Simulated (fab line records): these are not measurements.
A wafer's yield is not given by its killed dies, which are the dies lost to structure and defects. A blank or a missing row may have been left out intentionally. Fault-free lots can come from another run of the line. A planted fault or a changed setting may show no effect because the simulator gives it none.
Matching of chambers ; flow nand-harc ; NHARC_A_STAIRCASE_DESCUM_291 on rie-diel-07: 4 sister chambers
The step chemistry O2, time 3 s. 18 wafers are shown with their chamber, then 9 later ones without.

## WAFERS WITH THEIR CHAMBER
wafer;chamber;drypump-motor-current-A (A);showerhead-plenum-p-Torr (Torr);oes-product-au (a.u.)
L139.1;0;6.3;2.01;1.009
L139.3;1;5.4;1.90;1.032
L139.6;3;5.4;2.01;0.994
L138.1;2;6.0;2.05;1.010
L138.4;3;5.5;2.01;0.979
L138.5;3;5.4;2.01;0.978
L142.1;0;6.3;2.01;1.002
L142.3;3;5.5;2.01;0.989
L142.4;2;6.0;2.05;1.004
L143.2;1;5.4;1.89;1.016
L143.3;0;6.3;2.00;1.001
L143.6;2;6.0;2.05;1.017
L145.1;3;5.5;2.00;0.985
L145.4;3;5.5;2.00;0.992
L145.6;2;6.0;2.05;1.003
L146.2;2;6.0;2.05;1.005
L146.3;1;5.4;1.89;1.025
L146.5;2;6.0;2.05;0.996

SIGNATURES (averages over the wafers above)
reading;chamber 0;chamber 1;chamber 2;chamber 3;scatter within a chamber
drypump-motor-current-A;6.300;5.400;6.000;5.467;0.0309
showerhead-plenum-p-Torr;2.0067;1.8933;2.0500;2.0067;0.00436
oes-product-au;1.00400;1.02433;1.00583;0.98617;0.00676
Rule: distance of a wafer from a chamber = root of the sum over the readings of ((wafer's reading minus chamber's mean) / reading's scatter) squared. The wafer belongs to the nearest chamber; if the next one is less than 2 further off, it can't be placed. The scatter: take each reading less its chamber's mean, square it, sum over the shown wafers, divide by the number of wafers less the number of chambers, and take the root.

## WAFERS WITHOUT THEIR CHAMBER
wafer;drypump-motor-current-A (A);showerhead-plenum-p-Torr (Torr);oes-product-au (a.u.)
L147.1;6.0;2.05;1.007
L147.2;5.5;2.00;0.980
L147.3;6.3;2.00;1.009
L158.1;5.4;1.88;1.005
L158.3;6.3;1.99;0.996
L158.5;6.3;1.99;1.019
L159.1;6.3;1.99;1.018
L159.2;5.5;1.99;0.998
L159.3;6.0;2.04;1.008

## WHICH CHAMBER EACH ONE RAN IN
wafer;from the rows above;in truth
L147.1;2;2
L147.2;3;3
L147.3;0;0
L158.1;1;1
L158.3;0;0
L158.5;0;0
L159.1;0;0
L159.2;3;3
L159.3;2;2
9 of 9 placed correctly. Not placeable from these rows: 0. Number placed wrongly: 0.
